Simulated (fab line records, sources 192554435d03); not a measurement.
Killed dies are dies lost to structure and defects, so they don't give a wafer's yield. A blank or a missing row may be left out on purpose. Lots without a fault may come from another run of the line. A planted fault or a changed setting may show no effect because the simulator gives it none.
Problem report in the 8D (eight disciplines) form, filled by code | flow n5_finfet | the parts of the form that need people (team, actions taken, sign-off) are left out

1. THE PROBLEM
killed_at_front_end at N5_PASSIVATION_PROBE_49 reads a mean of 1112 on 9 wafers of 3 lots; wafers without a fault read 43 with a standard deviation of 11. That is +97 standard deviations from the usual mean.
First seen on wafer L129.2, day 16 10:34, on prober-02. The record holds 26 wafers of 9 lots with a number at this step. Rule for "out", or "out of limits": more than 4 standard deviations from the usual mean. The other wafers with a number count as sound.

2. WHAT IT IS AND WHAT IT IS NOT
question                    | is                                                                                                      | is not
which readings at this step | killed_at_front_end, defect_limited_yield, killed_dies, killed_on_rim, sort_bin_5_function, sort_n_pass | killed_at_M0_to_M3, killed_at_contacts, killed_at_other, killed_short, sort_bin_6_memory, sort_bin_8_speed
which lots                  | L129, L130, L131                                                                                        | L111, L113, L115, L116, L123, L134
which wafers of those lots  | all that have a number                                                                                  | -
read on which tools         | prober-01, prober-02                                                                                    | -
when                        | from day 16 10:34                                                                                       | up to then (14 sound wafers); but 3 sound wafers of L134 came after

3. SUSPECTS, AND WHAT RULES EACH OUT
Counting: a tool at a process step up to the reading stays a suspect if it ran every lot that is out and no sound lot after the first of them.
- rie_diel-04 at N5_DUMMY_GATE_ETCH_37 (etches SOC in N2/H2, target depth 60 nm, overetch 30 nm): kept. It ran every lot that is out, first L129 (day 7 10:08), and no sound lot after that; its last sound lot up to then is L115 (day 3 23:41).
- rie_si-06 at N5_DUMMY_GATE_ETCH_44 (etches poly-Si in HBr/O2, stops on SiO2, target depth 127.5 nm): ruled out as a lasting fault. Sound lots L134 ran on it after its first lot that is out, L129 (day 7 10:44).
Left after counting: rie_diel-04 at N5_DUMMY_GATE_ETCH_37.

4. THE CAUSE (what the simulator had put in)
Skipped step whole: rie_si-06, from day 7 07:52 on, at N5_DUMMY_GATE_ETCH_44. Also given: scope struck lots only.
Counting ruled it out, wrongly: the rule takes a fault to strike every lot that its tool runs from its start on, and this one did not.

5. THE CHAIN OF EFFECTS, in route order
Each row: a reading whose mean over the struck wafers that have a number lies more than 3 standard deviations from the usual. Only readings for which the record gives a usual standard deviation are gone through. hours: the time from each lot's start at the first step in this table that gives one to its start at this step, as a median over the lots. sigmas: the change in usual standard deviations.
hours | step                    | reading              | usual  | on struck wafers | change | sigmas
0     | N5_PASSIVATION_PROBE_49 | defect_limited_yield | 90.9 % | 0.0              | -90.9  | -57
0     | N5_PASSIVATION_PROBE_49 | killed_at_front_end  | 43     | 1112             | +1069  | +97
0     | N5_PASSIVATION_PROBE_49 | killed_dies          | 107    | 1180             | +1073  | +56
0     | N5_PASSIVATION_PROBE_49 | killed_on_rim        | 14     | 152              | +138   | +35
0     | N5_PASSIVATION_PROBE_49 | sort_bin_5_function  | 5.3 %  | 96.3             | +91.0  | +83
0     | N5_PASSIVATION_PROBE_49 | sort_n_pass          | 1073   | 0                | -1073  | -56
The process steps in it:
- N5_PASSIVATION_PROBE_49
Readings that are blank on the struck wafers while sound wafers have them: HBr_flow_sccm at N5_DUMMY_GATE_ETCH_44; O2_flow_sccm at N5_DUMMY_GATE_ETCH_44; drypump_motor_current_A at N5_DUMMY_GATE_ETCH_44; oes_product_au at N5_DUMMY_GATE_ETCH_44; throttle_valve_pct at N5_DUMMY_GATE_ETCH_44.

6. WHAT WOULD HAVE CAUGHT IT SOONER
In this record the first reading out of limits was taken at day 16 10:34, 219 hours after the fault began at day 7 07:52.
At N5_DUMMY_GATE_ETCH_44 the tool's readings are blank on the struck wafers, where sound wafers have them: an empty tool record is the first sign, and it was there at once.
